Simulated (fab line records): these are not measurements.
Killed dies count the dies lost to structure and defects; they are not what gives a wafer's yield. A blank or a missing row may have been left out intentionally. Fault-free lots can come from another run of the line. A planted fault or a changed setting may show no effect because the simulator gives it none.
A sampling plan put to the test ; flow nand_harc ; one line in one fab, 17 faults in these records, each fault weighed on the records of the lots it struck
Plan = the line's own looks (route steps where a gauge or an inspection reads the wafer without altering it). A look is open to judgement when struck wafers have a number at it and the file gives its usual mean and standard deviation on fault-free wafers. Caught: at a look after the fault's first step, the mean of the struck wafers lies 4 or more of those standard deviations (sigma) from the usual mean. On the tool: the identical test, applied to the tool's own readings at the steps of the fault. Another recipe on the struck wafers, or a record that is blank for them alone, also counts as caught.

== THE FAULTS, as the simulator had put them in ==
1. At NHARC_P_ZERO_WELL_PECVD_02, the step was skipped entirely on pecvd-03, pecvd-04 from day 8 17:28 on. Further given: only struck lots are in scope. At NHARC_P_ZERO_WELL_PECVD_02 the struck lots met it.
2. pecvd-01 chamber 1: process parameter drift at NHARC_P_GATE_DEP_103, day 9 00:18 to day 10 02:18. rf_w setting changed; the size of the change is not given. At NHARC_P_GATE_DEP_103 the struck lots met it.
3. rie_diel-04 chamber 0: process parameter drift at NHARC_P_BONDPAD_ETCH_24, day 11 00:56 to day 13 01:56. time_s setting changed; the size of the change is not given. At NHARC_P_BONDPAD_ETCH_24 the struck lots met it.
4. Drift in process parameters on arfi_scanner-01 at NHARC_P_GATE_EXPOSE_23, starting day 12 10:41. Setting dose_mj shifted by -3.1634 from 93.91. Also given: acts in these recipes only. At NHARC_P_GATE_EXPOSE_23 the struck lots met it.
5. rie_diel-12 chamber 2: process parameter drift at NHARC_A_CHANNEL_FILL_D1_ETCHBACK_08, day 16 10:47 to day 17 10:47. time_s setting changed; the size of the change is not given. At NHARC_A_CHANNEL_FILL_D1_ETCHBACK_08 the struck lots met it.
6. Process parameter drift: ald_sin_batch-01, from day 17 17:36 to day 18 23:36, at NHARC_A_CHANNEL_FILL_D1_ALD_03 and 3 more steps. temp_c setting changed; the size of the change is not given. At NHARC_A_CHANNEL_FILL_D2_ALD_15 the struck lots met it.
7. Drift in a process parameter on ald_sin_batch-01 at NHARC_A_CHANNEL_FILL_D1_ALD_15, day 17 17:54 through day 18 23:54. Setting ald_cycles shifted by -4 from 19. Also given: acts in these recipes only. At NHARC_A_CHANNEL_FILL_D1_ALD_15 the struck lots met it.
8. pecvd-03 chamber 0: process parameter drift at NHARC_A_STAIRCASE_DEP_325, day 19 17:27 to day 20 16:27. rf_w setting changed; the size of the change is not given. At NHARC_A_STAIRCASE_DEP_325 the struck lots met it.
9. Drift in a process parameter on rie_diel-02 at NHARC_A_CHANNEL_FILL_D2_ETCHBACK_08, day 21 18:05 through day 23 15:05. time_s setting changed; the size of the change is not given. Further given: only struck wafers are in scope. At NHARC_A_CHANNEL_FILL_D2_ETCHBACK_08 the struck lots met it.
10. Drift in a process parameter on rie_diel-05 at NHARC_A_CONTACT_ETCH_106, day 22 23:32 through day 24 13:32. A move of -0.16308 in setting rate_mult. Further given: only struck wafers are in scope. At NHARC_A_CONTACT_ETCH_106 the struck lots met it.
11. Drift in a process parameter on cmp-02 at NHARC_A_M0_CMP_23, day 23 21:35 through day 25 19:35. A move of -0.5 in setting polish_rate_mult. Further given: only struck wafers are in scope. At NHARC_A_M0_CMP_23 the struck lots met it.
12. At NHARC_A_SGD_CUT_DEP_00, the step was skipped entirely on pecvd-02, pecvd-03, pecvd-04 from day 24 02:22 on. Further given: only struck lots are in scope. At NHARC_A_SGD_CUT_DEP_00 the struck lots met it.
13. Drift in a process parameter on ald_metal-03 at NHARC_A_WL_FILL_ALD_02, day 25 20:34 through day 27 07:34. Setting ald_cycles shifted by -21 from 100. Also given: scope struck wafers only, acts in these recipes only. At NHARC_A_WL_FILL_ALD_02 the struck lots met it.
14. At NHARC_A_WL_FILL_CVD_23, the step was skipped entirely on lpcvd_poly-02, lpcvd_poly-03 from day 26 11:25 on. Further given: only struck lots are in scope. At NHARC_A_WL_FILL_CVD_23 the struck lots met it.
15. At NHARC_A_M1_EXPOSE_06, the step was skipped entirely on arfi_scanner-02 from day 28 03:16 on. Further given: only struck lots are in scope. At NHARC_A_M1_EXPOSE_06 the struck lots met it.
16. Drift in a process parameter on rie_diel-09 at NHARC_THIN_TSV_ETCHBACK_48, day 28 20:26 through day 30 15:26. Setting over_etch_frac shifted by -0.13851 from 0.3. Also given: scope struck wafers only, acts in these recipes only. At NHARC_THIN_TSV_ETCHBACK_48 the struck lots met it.
17. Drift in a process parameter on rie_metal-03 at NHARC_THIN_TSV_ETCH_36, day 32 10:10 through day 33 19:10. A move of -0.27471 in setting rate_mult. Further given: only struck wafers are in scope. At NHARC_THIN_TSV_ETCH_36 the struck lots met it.

== WHAT THE PLAN SAW ==
fault;on the tool itself;first look that catches it;reading, sigma;median hours from its first step to that look;hours from the fault's start to the first struck lot there;judged looks passed uncaught
1;the tool's record is blank for the struck wafers;no look after it can be judged;-;-;-;0
2;rf_fwd_power_W -50 sigma;not the one look that can be judged after it;-;-;-;1
3;run_length_s -51 sigma;no look after it can be judged;-;-;-;0
4;exposure_dose_mJ_cm2 -32 sigma;no look after it can be judged;-;-;-;0
5;run_length_s +12 sigma;no look after it can be judged;-;-;-;0
6;susceptor_temp_C -80 sigma;no look after it can be judged;-;-;-;0
7;under 2 sigma;no look after it can be judged;-;-;-;0
8;rf_fwd_power_W +99 or beyond sigma;not the one look that can be judged after it;-;-;-;1
9;run_length_s +57 sigma;no look after it can be judged;-;-;-;0
10;oes_product_au -12 sigma;NHARC_END_SORT_01;killed_at_array +34;58.3;68;0
11;only faintly: time_to_endpoint_s +3.8 sigma;NHARC_A_M0_INSPECT_27;raw_defect_count +17;0.5;6;0
12;the tool's record is blank for the struck wafers;NHARC_END_SORT_01;killed_at_array +26;136.9;135;0
13;under 2 sigma;no look after it can be judged;-;-;-;0
14;the tool's record is blank for the struck wafers;no look after it can be judged;-;-;-;0
15;no reading that can be judged;no look after it can be judged;-;-;-;0
16;under 2 sigma;not the one look that can be judged after it;-;-;-;1
17;oes_product_au -15 sigma;no look after it can be judged;-;-;-;0
A dash: the fault isn't caught, or these records don't give the number.

Caught at a look: 3 of 17. Caught on the tool: 12 of 17. By one or the other: 13 of 17.
Faults 1, 2, 3, 4, 5, 6, 8, 9, 14, 17 were caught on the tool alone.
Caught at a look alone: fault 11.
Caught by neither: faults 7, 13, 15, 16.

== THINNER SAMPLING ==
In the worst case, this is how late the first struck lot would be measured if the look that catches a fault measured only every second or every third lot, by lot number:
fault;struck lots at that look, in order of time;every lot;every second lot;every third lot
10;L276, L280;68 h;may miss all 2;may miss all 2
11;L311;6 h;may miss it;may miss it
12;L717, L719, L720;135 h;168 h;may miss all 3
The hour figures run from when the fault began to the first measured lot among those it struck. Since the struck wafers were tested as one group against 4 sigma, a single lot by itself may lie under the limit. Other struck lots may not be in these records.

== THE LONGEST TIMED WAY FROM STEP TO LOOK ==
In fault 12, a median of 136.9 hours elapses between NHARC_A_SGD_CUT_DEP_00 and NHARC_END_SORT_01. No look between them can be judged.
